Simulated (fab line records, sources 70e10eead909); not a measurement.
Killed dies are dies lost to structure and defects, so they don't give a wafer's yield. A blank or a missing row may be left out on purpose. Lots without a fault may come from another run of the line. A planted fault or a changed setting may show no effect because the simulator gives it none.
Chamber matching | flow nand_harc | NHARC_A_CHANNEL_HOLE_D2_ETCH_38 on rie_diel-06: 4 sister chambers
The step etches the open film in CF4, target depth 39 nm, time 65 s. 22 wafers are shown with their chamber, then 11 later ones without.

WAFERS WITH THEIR CHAMBER
wafer  | chamber | drypump_motor_current_A (A) | rf_vpp_V (V) | oes_product_au (a.u.)
L074.1 | 0       | 5.9                         | 150.4        | 0.991
L074.2 | 2       | 6.3                         | 149.8        | 1.002
L074.4 | 2       | 6.3                         | 149.6        | 1.009
L078.1 | 1       | 5.5                         | 152.0        | 1.002
L078.2 | 2       | 6.3                         | 149.9        | 1.001
L078.4 | 0       | 5.9                         | 150.2        | 0.983
L079.2 | 3       | 6.0                         | 149.9        | 0.986
L079.5 | 2       | 6.3                         | 150.2        | 0.993
L079.6 | 3       | 6.0                         | 150.9        | 0.992
L082.1 | 2       | 6.3                         | 149.3        | 0.995
L082.4 | 3       | 6.0                         | 150.1        | 1.004
L082.5 | 2       | 6.3                         | 150.0        | 1.003
L083.2 | 3       | 6.0                         | 149.0        | 1.009
L083.3 | 1       | 5.5                         | 151.2        | 0.995
L083.4 | 0       | 6.0                         | 150.4        | 0.986
L087.1 | 2       | 6.3                         | 150.2        | 1.009
L087.4 | 3       | 6.0                         | 149.2        | 0.991
L087.6 | 1       | 5.5                         | 151.4        | 1.015
L089.3 | 3       | 6.0                         | 150.4        | 1.006
L089.4 | 2       | 6.3                         | 150.3        | 1.001
L089.6 | 3       | 6.0                         | 150.8        | 0.994
L091.1 | 3       | 6.0                         | 151.0        | 0.992

SIGNATURES (means of the wafers above)
reading                 | chamber 0 | chamber 1 | chamber 2 | chamber 3 | scatter within a chamber
drypump_motor_current_A | 5.933     | 5.500     | 6.300     | 6.000     | 0.0192
rf_vpp_V                | 150.333   | 151.533   | 149.912   | 150.162   | 0.54
oes_product_au          | 0.98667   | 1.00400   | 1.00162   | 0.99675   | 0.0073
Rule: a wafer's distance from a chamber is the root of the sum, over the readings, of the square of ((its reading less the chamber's mean) divided by the reading's scatter). The wafer belongs to the nearest chamber; if the next one is less than 2 further off, it can't be placed. The scatter: the root of (the sum of the squares of (reading less its chamber's mean) over the shown wafers, divided by (wafers less chambers)).

WAFERS WITHOUT THEIR CHAMBER
wafer  | drypump_motor_current_A (A) | rf_vpp_V (V) | oes_product_au (a.u.)
L091.2 | 5.9                         | 150.6        | 0.984
L091.3 | 5.5                         | 151.4        | 1.001
L092.1 | 5.9                         | 151.0        | 0.983
L092.4 | 5.5                         | 150.3        | 1.003
L092.5 | 6.0                         | 150.2        | 1.004
L094.2 | 5.5                         | 151.3        | 0.986
L094.3 | 6.3                         | 149.9        | 0.996
L094.5 | 6.3                         | 149.3        | 1.000
L095.1 | 6.2                         | 151.0        | 0.998
L095.3 | 6.0                         | 149.5        | 1.002
L095.6 | 6.0                         | 149.8        | 0.998

WHICH CHAMBER EACH WENT THROUGH
wafer  | from the rows above | in truth
L091.2 | 0                   | 0
L091.3 | 1                   | 1
L092.1 | 0                   | 0
L092.4 | 1                   | 1
L092.5 | 3                   | 3
L094.2 | 1                   | 1
L094.3 | 2                   | 2
L094.5 | 2                   | 2
L095.1 | 2                   | 2
L095.3 | 3                   | 3
L095.6 | 3                   | 3
Placed correctly: 11 of 11. Can't be placed from these rows: 0. Placed wrongly: 0.
